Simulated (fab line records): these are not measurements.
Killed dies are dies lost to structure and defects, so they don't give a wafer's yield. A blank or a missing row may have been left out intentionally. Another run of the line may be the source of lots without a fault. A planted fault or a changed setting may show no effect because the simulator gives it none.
Which tool did it? || flow nandHarc || 24 lots with 72 wafers sampled at 4 steps, on a route of 1302 steps

== WHAT THE GAUGES SHOWED, per wafer ==
NHARC_A_SOURCE_PLATE_INSPECT_08.
{"lot": "L074", "measured": "day 7 21:46", "on": "defectInspect-01", "rawDefectCount": "53 34 60"}
{"lot": "L075", "measured": "day 8 02:41", "on": "defectInspect-02", "rawDefectCount": "91 83 117"}
{"lot": "L076", "measured": "day 8 12:35", "on": "defectInspect-02", "rawDefectCount": "39 93 44"}
{"lot": "L077", "measured": "day 8 22:26", "on": "defectInspect-02", "rawDefectCount": "57 92 58"}
{"lot": "L079", "measured": "day 9 12:50", "on": "defectInspect-02", "rawDefectCount": "37 34 63"}
{"lot": "L078", "measured": "day 9 12:50", "on": "defectInspect-01", "rawDefectCount": "76 52 35"}
{"lot": "L080", "measured": "day 10 12:58", "on": "defectInspect-01", "rawDefectCount": "55 33 41"}
{"lot": "L081", "measured": "day 10 22:05", "on": "defectInspect-02", "rawDefectCount": "35 72 66"}
{"lot": "L082", "measured": "day 10 22:07", "on": "defectInspect-01", "rawDefectCount": "115 95 64"}
{"lot": "L083", "measured": "day 11 14:13", "on": "defectInspect-02", "rawDefectCount": "54 46 42"}
{"lot": "L084", "measured": "day 12 07:37", "on": "defectInspect-02", "rawDefectCount": "51 30 63"}
{"lot": "L085", "measured": "day 12 13:22", "on": "defectInspect-02", "rawDefectCount": "45 61 61"}
{"lot": "L086", "measured": "day 12 23:45", "on": "defectInspect-02", "rawDefectCount": "59 42 35"}
{"lot": "L088", "measured": "day 13 21:08", "on": "defectInspect-02", "rawDefectCount": "90 52 38"}
{"lot": "L087", "measured": "day 13 21:08", "on": "defectInspect-01", "rawDefectCount": "39 56 94"}
{"lot": "L090", "measured": "day 14 15:57", "on": "defectInspect-01", "rawDefectCount": "59 49 76"}
{"lot": "L089", "measured": "day 14 15:57", "on": "defectInspect-02", "rawDefectCount": "67 77 65"}
{"lot": "L091", "measured": "day 14 19:35", "on": "defectInspect-02", "rawDefectCount": "80 78 79"}
{"lot": "L092", "measured": "day 15 03:38", "on": "defectInspect-02", "rawDefectCount": "33 84 69"}
{"lot": "L093", "measured": "day 16 04:18", "on": "defectInspect-02", "rawDefectCount": "42 43 34"}
{"lot": "L094", "measured": "day 16 04:18", "on": "defectInspect-01", "rawDefectCount": "81 29 57"}
{"lot": "L095", "measured": "day 16 12:53", "on": "defectInspect-02", "rawDefectCount": "93 84 71"}
{"lot": "L096", "measured": "day 16 21:59", "on": "defectInspect-02", "rawDefectCount": "53 49 49"}
{"lot": "L097", "measured": "day 17 14:38", "on": "defectInspect-02", "rawDefectCount": "55 61 57"}

== EACH LOT AND THE TOOL THAT RAN IT (in order: tool; ch and the chambers of the sampled wafers; start) ==
{"lot": "L074", "NHARC_P_BONDPAD_CMP_32": "cmp-03 ch 1,2, day 6 18:02", "NHARC_P_BONDPAD_DESCUM_11": "rieDiel-10 ch 0,1,2, day 6 19:06", "NHARC_P_BONDPAD_STRIP_15": "rieDiel-06 ch 0,3, day 6 19:28"}
{"lot": "L075", "NHARC_P_BONDPAD_CMP_32": "cmp-03 ch 2,3, day 7 00:10", "NHARC_P_BONDPAD_DESCUM_11": "rieDiel-10 ch 0,3, day 7 01:13", "NHARC_P_BONDPAD_STRIP_15": "rieDiel-05 ch 1,3, day 7 01:38"}
{"lot": "L076", "NHARC_P_BONDPAD_CMP_32": "cmp-03 ch 0,2,3, day 7 10:10", "NHARC_P_BONDPAD_DESCUM_11": "rieDiel-05 ch 0,2,3, day 7 11:04", "NHARC_P_BONDPAD_STRIP_15": "rieDiel-10 ch 0,1,3, day 7 11:27"}
{"lot": "L077", "NHARC_P_BONDPAD_CMP_32": "cmp-02 ch 0,1,2, day 7 20:49", "NHARC_P_BONDPAD_DESCUM_11": "rieDiel-06 ch 0,2,3, day 7 21:41", "NHARC_P_BONDPAD_STRIP_15": "rieDiel-05 ch 1,2,3, day 7 22:05"}
{"lot": "L079", "NHARC_P_BONDPAD_CMP_32": "cmp-01 ch 1,2,3, day 8 09:49", "NHARC_P_BONDPAD_DESCUM_11": "rieDiel-05 ch 1,2, day 8 10:50", "NHARC_P_BONDPAD_STRIP_15": "rieDiel-06 ch 0,1, day 8 11:15"}
{"lot": "L078", "NHARC_P_BONDPAD_CMP_32": "cmp-01 ch 1,2,3, day 8 10:35", "NHARC_P_BONDPAD_DESCUM_11": "rieDiel-05 ch 0,1,2, day 8 11:37", "NHARC_P_BONDPAD_STRIP_15": "rieDiel-10 ch 0,1, day 8 12:01"}
{"lot": "L080", "NHARC_P_BONDPAD_CMP_32": "cmp-03 ch 0,1, day 9 09:42", "NHARC_P_BONDPAD_DESCUM_11": "rieDiel-10 ch 0,1,2, day 9 10:37", "NHARC_P_BONDPAD_STRIP_15": "rieDiel-06 ch 0,1,3, day 9 11:02"}
{"lot": "L081", "NHARC_P_BONDPAD_CMP_32": "cmp-02 ch 0,2,3, day 9 18:44", "NHARC_P_BONDPAD_DESCUM_11": "rieDiel-05 ch 1,2,3, day 9 19:45", "NHARC_P_BONDPAD_STRIP_15": "rieDiel-10 ch 0,1,2, day 9 20:08"}
{"lot": "L082", "NHARC_P_BONDPAD_CMP_32": "cmp-01 ch 0,1,2, day 9 21:02", "NHARC_P_BONDPAD_DESCUM_11": "rieDiel-05 ch 0,1,2, day 9 22:02", "NHARC_P_BONDPAD_STRIP_15": "rieDiel-05 ch 0,2,3, day 9 22:27"}
{"lot": "L083", "NHARC_P_BONDPAD_CMP_32": "cmp-03 ch 0,3, day 10 10:21", "NHARC_P_BONDPAD_DESCUM_11": "rieDiel-05 ch 0,3, day 10 11:23", "NHARC_P_BONDPAD_STRIP_15": "rieDiel-06 ch 0,1, day 10 11:46"}
{"lot": "L084", "NHARC_P_BONDPAD_CMP_32": "cmp-03 ch 0,1,2, day 11 01:32", "NHARC_P_BONDPAD_DESCUM_11": "rieDiel-06 ch 0,1,2, day 11 02:25", "NHARC_P_BONDPAD_STRIP_15": "rieDiel-06 ch 1,2,3, day 11 02:49"}
{"lot": "L085", "NHARC_P_BONDPAD_CMP_32": "cmp-02 ch 0,1,3, day 11 08:11", "NHARC_P_BONDPAD_DESCUM_11": "rieDiel-06 ch 1,2, day 11 09:08", "NHARC_P_BONDPAD_STRIP_15": "rieDiel-06 ch 0,2, day 11 09:32"}
{"lot": "L086", "NHARC_P_BONDPAD_CMP_32": "cmp-02 ch 1,2,3, day 11 21:30", "NHARC_P_BONDPAD_DESCUM_11": "rieDiel-10 ch 1,2,3, day 11 22:29", "NHARC_P_BONDPAD_STRIP_15": "rieDiel-06 ch 1,2, day 11 22:52"}
{"lot": "L088", "NHARC_P_BONDPAD_CMP_32": "cmp-02 ch 1,2, day 12 18:50", "NHARC_P_BONDPAD_DESCUM_11": "rieDiel-06 ch 0,1,3, day 12 19:55", "NHARC_P_BONDPAD_STRIP_15": "rieDiel-06 ch 1,2,3, day 12 20:17"}
{"lot": "L087", "NHARC_P_BONDPAD_CMP_32": "cmp-01 ch 0,1,3, day 12 19:49", "NHARC_P_BONDPAD_DESCUM_11": "rieDiel-10 ch 0,1,3, day 12 20:43", "NHARC_P_BONDPAD_STRIP_15": "rieDiel-05 ch 1,2,3, day 12 21:07"}
{"lot": "L090", "NHARC_P_BONDPAD_CMP_32": "cmp-01 ch 0,2,3, day 13 13:52", "NHARC_P_BONDPAD_DESCUM_11": "rieDiel-06 ch 0,1,2, day 13 14:55", "NHARC_P_BONDPAD_STRIP_15": "rieDiel-05 ch 0,2,3, day 13 15:18"}
{"lot": "L089", "NHARC_P_BONDPAD_CMP_32": "cmp-01 ch 2,3, day 13 14:45", "NHARC_P_BONDPAD_DESCUM_11": "rieDiel-06 ch 0,2,3, day 13 15:49", "NHARC_P_BONDPAD_STRIP_15": "rieDiel-05 ch 0,1,3, day 13 16:14"}
{"lot": "L091", "NHARC_P_BONDPAD_CMP_32": "cmp-01 ch 0,3, day 13 17:33", "NHARC_P_BONDPAD_DESCUM_11": "rieDiel-10 ch 1,2,3, day 13 18:28", "NHARC_P_BONDPAD_STRIP_15": "rieDiel-06 ch 0,1,3, day 13 18:53"}
{"lot": "L092", "NHARC_P_BONDPAD_CMP_32": "cmp-01 ch 1,3, day 14 00:20", "NHARC_P_BONDPAD_DESCUM_11": "rieDiel-10 ch 1,2,3, day 14 01:22", "NHARC_P_BONDPAD_STRIP_15": "rieDiel-05 ch 0,1, day 14 01:45"}
{"lot": "L093", "NHARC_P_BONDPAD_CMP_32": "cmp-01 ch 2,3, day 15 02:10", "NHARC_P_BONDPAD_DESCUM_11": "rieDiel-06 ch 0,1,2, day 15 03:05", "NHARC_P_BONDPAD_STRIP_15": "rieDiel-10 ch 2,3, day 15 03:29"}
{"lot": "L094", "NHARC_P_BONDPAD_CMP_32": "cmp-03 ch 0,2,3, day 15 02:59", "NHARC_P_BONDPAD_DESCUM_11": "rieDiel-05 ch 1,2,3, day 15 04:01", "NHARC_P_BONDPAD_STRIP_15": "rieDiel-10 ch 0,1,3, day 15 04:25"}
{"lot": "L095", "NHARC_P_BONDPAD_CMP_32": "cmp-01 ch 0,1,2, day 15 08:13", "NHARC_P_BONDPAD_DESCUM_11": "rieDiel-06 ch 0,2,3, day 15 09:14", "NHARC_P_BONDPAD_STRIP_15": "rieDiel-06 ch 0,1,3, day 15 09:37"}
{"lot": "L096", "NHARC_P_BONDPAD_CMP_32": "cmp-01 ch 0,2,3, day 15 20:02", "NHARC_P_BONDPAD_DESCUM_11": "rieDiel-05 ch 2,3, day 15 21:05", "NHARC_P_BONDPAD_STRIP_15": "rieDiel-10 ch 0,1,2, day 15 21:28"}
{"lot": "L097", "NHARC_P_BONDPAD_CMP_32": "cmp-01 ch 0,1,3, day 16 10:32", "NHARC_P_BONDPAD_DESCUM_11": "rieDiel-10 ch 0,1,2, day 16 11:35", "NHARC_P_BONDPAD_STRIP_15": "rieDiel-05 ch 0,2,3, day 16 11:58"}
- NHARC_P_BONDPAD_CMP_32: polishes SiCN, target thk 200 nm.
- NHARC_P_BONDPAD_DESCUM_11: chemistry O2, time 3 s.
- NHARC_P_BONDPAD_STRIP_15: strips in O2.

== WHAT THE TOOLS THEMSELVES READ (means of the sampled wafers that have a number; where no wafer has one, the mark that the record gives instead) ==
NHARC_P_BONDPAD_CMP_32.
{"lot": "L074", "tool": "cmp-03", "motorCurrentA (A)": 11.2}
{"lot": "L075", "tool": "cmp-03", "motorCurrentA (A)": 12.7}
{"lot": "L076", "tool": "cmp-03", "motorCurrentA (A)": 13.4}
{"lot": "L077", "tool": "cmp-02", "motorCurrentA (A)": 11.8}
{"lot": "L079", "tool": "cmp-01", "motorCurrentA (A)": 11.1}
{"lot": "L078", "tool": "cmp-01", "motorCurrentA (A)": 11.1}
{"lot": "L080", "tool": "cmp-03", "motorCurrentA (A)": 12.3}
{"lot": "L081", "tool": "cmp-02", "motorCurrentA (A)": 11.6}
{"lot": "L082", "tool": "cmp-01", "motorCurrentA (A)": 10.4}
{"lot": "L083", "tool": "cmp-03", "motorCurrentA (A)": 14.3}
{"lot": "L084", "tool": "cmp-03", "motorCurrentA (A)": 11.6}
{"lot": "L085", "tool": "cmp-02", "motorCurrentA (A)": 11.6}
{"lot": "L086", "tool": "cmp-02", "motorCurrentA (A)": 11.4}
{"lot": "L088", "tool": "cmp-02", "motorCurrentA (A)": 11.7}
{"lot": "L087", "tool": "cmp-01", "motorCurrentA (A)": 10.6}
{"lot": "L090", "tool": "cmp-01", "motorCurrentA (A)": 10.5}
{"lot": "L089", "tool": "cmp-01", "motorCurrentA (A)": 10.9}
{"lot": "L091", "tool": "cmp-01", "motorCurrentA (A)": 10.1}
{"lot": "L092", "tool": "cmp-01", "motorCurrentA (A)": 11.4}
{"lot": "L093", "tool": "cmp-01", "motorCurrentA (A)": 10.9}
{"lot": "L094", "tool": "cmp-03", "motorCurrentA (A)": 13.0}
{"lot": "L095", "tool": "cmp-01", "motorCurrentA (A)": 10.4}
{"lot": "L096", "tool": "cmp-01", "motorCurrentA (A)": 10.3}
{"lot": "L097", "tool": "cmp-01", "motorCurrentA (A)": 10.6}

NHARC_P_BONDPAD_DESCUM_11.
{"lot": "L074", "tool": "rieDiel-10", "drypumpMotorCurrentA (A)": 6.09, "oesProductAu (a.u.)": 0.991, "rfVppV (V)": 58.1, "showerheadPlenumPTorr (Torr)": 1.91, "throttleValvePct (%)": 11.308}
{"lot": "L075", "tool": "rieDiel-10", "drypumpMotorCurrentA (A)": 6.18, "oesProductAu (a.u.)": 0.996, "rfVppV (V)": 58.0, "showerheadPlenumPTorr (Torr)": 1.94, "throttleValvePct (%)": 11.312}
{"lot": "L076", "tool": "rieDiel-05", "drypumpMotorCurrentA (A)": 5.98, "oesProductAu (a.u.)": 1.005, "rfVppV (V)": 57.7, "showerheadPlenumPTorr (Torr)": 1.95, "throttleValvePct (%)": 11.304}
{"lot": "L077", "tool": "rieDiel-06", "drypumpMotorCurrentA (A)": 6.35, "oesProductAu (a.u.)": 0.994, "rfVppV (V)": 57.5, "showerheadPlenumPTorr (Torr)": 1.90, "throttleValvePct (%)": 11.313}
{"lot": "L079", "tool": "rieDiel-05", "drypumpMotorCurrentA (A)": 5.89, "oesProductAu (a.u.)": 0.994, "rfVppV (V)": 57.6, "showerheadPlenumPTorr (Torr)": 1.87, "throttleValvePct (%)": 11.315}
{"lot": "L078", "tool": "rieDiel-05", "drypumpMotorCurrentA (A)": 5.80, "oesProductAu (a.u.)": 0.994, "rfVppV (V)": 58.4, "showerheadPlenumPTorr (Torr)": 1.94, "throttleValvePct (%)": 11.315}
{"lot": "L080", "tool": "rieDiel-10", "drypumpMotorCurrentA (A)": 6.11, "oesProductAu (a.u.)": 1.002, "rfVppV (V)": 57.6, "showerheadPlenumPTorr (Torr)": 1.91, "throttleValvePct (%)": 11.319}
{"lot": "L081", "tool": "rieDiel-05", "drypumpMotorCurrentA (A)": 6.04, "oesProductAu (a.u.)": 0.997, "rfVppV (V)": 56.9, "showerheadPlenumPTorr (Torr)": 1.88, "throttleValvePct (%)": 11.312}
{"lot": "L082", "tool": "rieDiel-05", "drypumpMotorCurrentA (A)": 5.79, "oesProductAu (a.u.)": 1.000, "rfVppV (V)": 57.6, "showerheadPlenumPTorr (Torr)": 1.94, "throttleValvePct (%)": 11.315}
{"lot": "L083", "tool": "rieDiel-05", "drypumpMotorCurrentA (A)": 6.07, "oesProductAu (a.u.)": 1.016, "rfVppV (V)": 57.7, "showerheadPlenumPTorr (Torr)": 1.90, "throttleValvePct (%)": 11.309}
{"lot": "L084", "tool": "rieDiel-06", "drypumpMotorCurrentA (A)": 6.43, "oesProductAu (a.u.)": 1.009, "rfVppV (V)": 58.4, "showerheadPlenumPTorr (Torr)": 1.96, "throttleValvePct (%)": 11.318}
{"lot": "L085", "tool": "rieDiel-06", "drypumpMotorCurrentA (A)": 6.37, "oesProductAu (a.u.)": 1.002, "rfVppV (V)": 58.3, "showerheadPlenumPTorr (Torr)": 1.96, "throttleValvePct (%)": 11.318}
{"lot": "L086", "tool": "rieDiel-10", "drypumpMotorCurrentA (A)": 6.06, "oesProductAu (a.u.)": 1.000, "rfVppV (V)": 58.5, "showerheadPlenumPTorr (Torr)": 1.91, "throttleValvePct (%)": 11.310}
{"lot": "L088", "tool": "rieDiel-06", "drypumpMotorCurrentA (A)": 6.21, "oesProductAu (a.u.)": 0.999, "rfVppV (V)": 57.3, "showerheadPlenumPTorr (Torr)": 1.95, "throttleValvePct (%)": 11.308}
{"lot": "L087", "tool": "rieDiel-10", "drypumpMotorCurrentA (A)": 6.13, "oesProductAu (a.u.)": 1.004, "rfVppV (V)": 58.5, "showerheadPlenumPTorr (Torr)": 1.89, "throttleValvePct (%)": 11.306}
{"lot": "L090", "tool": "rieDiel-06", "drypumpMotorCurrentA (A)": 6.44, "oesProductAu (a.u.)": 1.011, "rfVppV (V)": 56.8, "showerheadPlenumPTorr (Torr)": 1.96, "throttleValvePct (%)": 11.319}
{"lot": "L089", "tool": "rieDiel-06", "drypumpMotorCurrentA (A)": 6.35, "oesProductAu (a.u.)": 1.003, "rfVppV (V)": 58.1, "showerheadPlenumPTorr (Torr)": 1.90, "throttleValvePct (%)": 11.308}
{"lot": "L091", "tool": "rieDiel-10", "drypumpMotorCurrentA (A)": 6.07, "oesProductAu (a.u.)": 0.995, "rfVppV (V)": 57.5, "showerheadPlenumPTorr (Torr)": 1.91, "throttleValvePct (%)": 11.318}
{"lot": "L092", "tool": "rieDiel-10", "drypumpMotorCurrentA (A)": 6.04, "oesProductAu (a.u.)": 0.996, "rfVppV (V)": 57.6, "showerheadPlenumPTorr (Torr)": 1.91, "throttleValvePct (%)": 11.307}
{"lot": "L093", "tool": "rieDiel-06", "drypumpMotorCurrentA (A)": 6.43, "oesProductAu (a.u.)": 1.010, "rfVppV (V)": 57.2, "showerheadPlenumPTorr (Torr)": 1.96, "throttleValvePct (%)": 11.316}
{"lot": "L094", "tool": "rieDiel-05", "drypumpMotorCurrentA (A)": 6.03, "oesProductAu (a.u.)": 1.015, "rfVppV (V)": 57.8, "showerheadPlenumPTorr (Torr)": 1.88, "throttleValvePct (%)": 11.310}
{"lot": "L095", "tool": "rieDiel-06", "drypumpMotorCurrentA (A)": 6.36, "oesProductAu (a.u.)": 1.008, "rfVppV (V)": 57.2, "showerheadPlenumPTorr (Torr)": 1.90, "throttleValvePct (%)": 11.308}
{"lot": "L096", "tool": "rieDiel-05", "drypumpMotorCurrentA (A)": 6.26, "oesProductAu (a.u.)": 1.006, "rfVppV (V)": 58.5, "showerheadPlenumPTorr (Torr)": 1.89, "throttleValvePct (%)": 11.308}
{"lot": "L097", "tool": "rieDiel-10", "drypumpMotorCurrentA (A)": 6.10, "oesProductAu (a.u.)": 1.003, "rfVppV (V)": 58.0, "showerheadPlenumPTorr (Torr)": 1.91, "throttleValvePct (%)": 11.309}

NHARC_P_BONDPAD_STRIP_15.
{"lot": "L074", "tool": "rieDiel-06", "drypumpMotorCurrentA (A)": 6.3, "oesProductAu (a.u.)": 0.994, "rfVppV (V)": 58.8, "showerheadPlenumPTorr (Torr)": 3.59, "throttleValvePct (%)": 17.044}
{"lot": "L075", "tool": "rieDiel-05", "drypumpMotorCurrentA (A)": 6.1, "oesProductAu (a.u.)": 1.015, "rfVppV (V)": 57.6, "showerheadPlenumPTorr (Torr)": 3.39, "throttleValvePct (%)": 17.043}
{"lot": "L076", "tool": "rieDiel-10", "drypumpMotorCurrentA (A)": 6.1, "oesProductAu (a.u.)": 0.998, "rfVppV (V)": 57.9, "showerheadPlenumPTorr (Torr)": 3.49, "throttleValvePct (%)": 17.034}
{"lot": "L077", "tool": "rieDiel-05", "drypumpMotorCurrentA (A)": 6.1, "oesProductAu (a.u.)": 1.004, "rfVppV (V)": 57.7, "showerheadPlenumPTorr (Torr)": 3.47, "throttleValvePct (%)": 17.020}
{"lot": "L079", "tool": "rieDiel-06", "drypumpMotorCurrentA (A)": 6.4, "oesProductAu (a.u.)": 1.005, "rfVppV (V)": 58.7, "showerheadPlenumPTorr (Torr)": 3.70, "throttleValvePct (%)": 17.032}
{"lot": "L078", "tool": "rieDiel-10", "drypumpMotorCurrentA (A)": 6.1, "oesProductAu (a.u.)": 0.996, "rfVppV (V)": 57.4, "showerheadPlenumPTorr (Torr)": 3.41, "throttleValvePct (%)": 17.046}
{"lot": "L080", "tool": "rieDiel-06", "drypumpMotorCurrentA (A)": 6.2, "oesProductAu (a.u.)": 0.995, "rfVppV (V)": 58.2, "showerheadPlenumPTorr (Torr)": 3.59, "throttleValvePct (%)": 17.041}
{"lot": "L081", "tool": "rieDiel-10", "drypumpMotorCurrentA (A)": 6.1, "oesProductAu (a.u.)": 0.996, "rfVppV (V)": 57.3, "showerheadPlenumPTorr (Torr)": 3.53, "throttleValvePct (%)": 17.039}
{"lot": "L082", "tool": "rieDiel-05", "drypumpMotorCurrentA (A)": 6.0, "oesProductAu (a.u.)": 1.007, "rfVppV (V)": 57.5, "showerheadPlenumPTorr (Torr)": 3.59, "throttleValvePct (%)": 17.038}
{"lot": "L083", "tool": "rieDiel-06", "drypumpMotorCurrentA (A)": 6.4, "oesProductAu (a.u.)": 0.995, "rfVppV (V)": 57.8, "showerheadPlenumPTorr (Torr)": 3.70, "throttleValvePct (%)": 17.032}
{"lot": "L084", "tool": "rieDiel-06", "drypumpMotorCurrentA (A)": 6.3, "oesProductAu (a.u.)": 0.993, "rfVppV (V)": 58.1, "showerheadPlenumPTorr (Torr)": 3.50, "throttleValvePct (%)": 17.030}
{"lot": "L085", "tool": "rieDiel-06", "drypumpMotorCurrentA (A)": 6.5, "oesProductAu (a.u.)": 1.017, "rfVppV (V)": 57.5, "showerheadPlenumPTorr (Torr)": 3.61, "throttleValvePct (%)": 17.033}
{"lot": "L086", "tool": "rieDiel-06", "drypumpMotorCurrentA (A)": 6.4, "oesProductAu (a.u.)": 1.016, "rfVppV (V)": 57.9, "showerheadPlenumPTorr (Torr)": 3.61, "throttleValvePct (%)": 17.037}
{"lot": "L088", "tool": "rieDiel-06", "drypumpMotorCurrentA (A)": 6.3, "oesProductAu (a.u.)": 1.010, "rfVppV (V)": 58.0, "showerheadPlenumPTorr (Torr)": 3.50, "throttleValvePct (%)": 17.031}
{"lot": "L087", "tool": "rieDiel-05", "drypumpMotorCurrentA (A)": 6.1, "oesProductAu (a.u.)": 1.014, "rfVppV (V)": 57.6, "showerheadPlenumPTorr (Torr)": 3.47, "throttleValvePct (%)": 17.038}
{"lot": "L090", "tool": "rieDiel-05", "drypumpMotorCurrentA (A)": 6.0, "oesProductAu (a.u.)": 1.003, "rfVppV (V)": 57.8, "showerheadPlenumPTorr (Torr)": 3.59, "throttleValvePct (%)": 17.033}
{"lot": "L089", "tool": "rieDiel-05", "drypumpMotorCurrentA (A)": 5.8, "oesProductAu (a.u.)": 1.013, "rfVppV (V)": 58.3, "showerheadPlenumPTorr (Torr)": 3.49, "throttleValvePct (%)": 17.035}
{"lot": "L091", "tool": "rieDiel-06", "drypumpMotorCurrentA (A)": 6.2, "oesProductAu (a.u.)": 1.006, "rfVppV (V)": 57.9, "showerheadPlenumPTorr (Torr)": 3.59, "throttleValvePct (%)": 17.037}
{"lot": "L092", "tool": "rieDiel-05", "drypumpMotorCurrentA (A)": 5.6, "oesProductAu (a.u.)": 0.995, "rfVppV (V)": 57.6, "showerheadPlenumPTorr (Torr)": 3.60, "throttleValvePct (%)": 17.045}
{"lot": "L093", "tool": "rieDiel-10", "drypumpMotorCurrentA (A)": 6.0, "oesProductAu (a.u.)": 1.012, "rfVppV (V)": 57.8, "showerheadPlenumPTorr (Torr)": 3.64, "throttleValvePct (%)": 17.031}
{"lot": "L094", "tool": "rieDiel-10", "drypumpMotorCurrentA (A)": 6.2, "oesProductAu (a.u.)": 1.001, "rfVppV (V)": 58.7, "showerheadPlenumPTorr (Torr)": 3.49, "throttleValvePct (%)": 17.037}
{"lot": "L095", "tool": "rieDiel-06", "drypumpMotorCurrentA (A)": 6.2, "oesProductAu (a.u.)": 1.000, "rfVppV (V)": 59.0, "showerheadPlenumPTorr (Torr)": 3.59, "throttleValvePct (%)": 17.039}
{"lot": "L096", "tool": "rieDiel-10", "drypumpMotorCurrentA (A)": 6.1, "oesProductAu (a.u.)": 0.993, "rfVppV (V)": 57.7, "showerheadPlenumPTorr (Torr)": 3.52, "throttleValvePct (%)": 17.032}
{"lot": "L097", "tool": "rieDiel-05", "drypumpMotorCurrentA (A)": 6.0, "oesProductAu (a.u.)": 1.005, "rfVppV (V)": 58.8, "showerheadPlenumPTorr (Torr)": 3.59, "throttleValvePct (%)": 17.036}

== THE ANSWER, worked out from the rows above alone ==
Rule: the lots themselves supply what counts as usual. Put in order of their means at a reading, lots are off if they are a third of the lots or fewer, leave a main group of 4 or more, and stand apart from it by a gap of 3 or more times the standard deviation of the main group's means; of several such gaps the widest counts. Not used: any main group whose means are identical at the precision the tables above print for the reading. A lot without any number at a reading at which 4 lots or more have one is off too. The other lots that the step has rows for count as sound. The gauges are gone through in route order, then the tools' own readings, and for those a lot's mean is taken as printed above. At the first step where some lot is off, the reading lying furthest off is the one used; lots without a number count as furthest.
Nothing can be told from this: no lot is off at any reading shown.

== WHAT HAD BEEN PUT IN BY THE SIMULATOR ==
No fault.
